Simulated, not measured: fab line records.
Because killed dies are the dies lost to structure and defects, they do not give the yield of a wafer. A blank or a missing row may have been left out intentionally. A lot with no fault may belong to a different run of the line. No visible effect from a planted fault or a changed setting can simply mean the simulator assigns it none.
Matching of chambers + flow nandHarc + NHARC_P_ZERO_WELL_ETCH_63 on rieSi-03: 4 sister chambers
The step etches the open film in HBr/Cl2, target depth 120 nm, time 40.1 s. 4 wafers are shown with their chamber, then 8 later ones without.

WAFERS, EACH WITH ITS CHAMBER
| wafer  | chamber | drypumpMotorCurrentA (A) |
|--------|---------|--------------------------|
| L685.4 | 0       | 5.8                      |
| L687.1 | 1       | 6.0                      |
| L687.3 | 3       | 6.2                      |
| L698.2 | 2       | 5.3                      |

WAFERS WITHOUT THEIR CHAMBER
| wafer  | drypumpMotorCurrentA (A) |
|--------|--------------------------|
| L698.3 | 6.2                      |
| L698.5 | 5.8                      |
| L699.1 | 6.3                      |
| L699.2 | 6.0                      |
| L699.4 | 5.8                      |
| L701.1 | 5.8                      |
| L701.2 | 6.0                      |
| L701.5 | 6.3                      |

THE CHAMBER EACH PASSED THROUGH
| wafer  | from the rows above | in truth |
|--------|---------------------|----------|
| L698.3 | 3                   | 3        |
| L698.5 | 0                   | 0        |
| L699.1 | 3                   | 3        |
| L699.2 | 1                   | 1        |
| L699.4 | 0                   | 0        |
| L701.1 | 0                   | 0        |
| L701.2 | 1                   | 1        |
| L701.5 | 3                   | 3        |
Correctly placed: 8 of 8. Left unplaced by these rows: 0. Wrongly placed: 0.
How it was worked out, from the rows above alone: a wafer's distance from a chamber is the root of the sum, over the readings, of the square of ((its reading less the chamber's mean) divided by the reading's scatter). If the next closest chamber is less than 2 further off than the closest, the wafer can't be placed; otherwise it belongs to the closest. For every chamber, the mean is computed from those of its wafers that are shown. The scatter (one wafer shown for each chamber): square how far every hidden wafer sits from the nearest shown wafer, average those squares and take the square root.
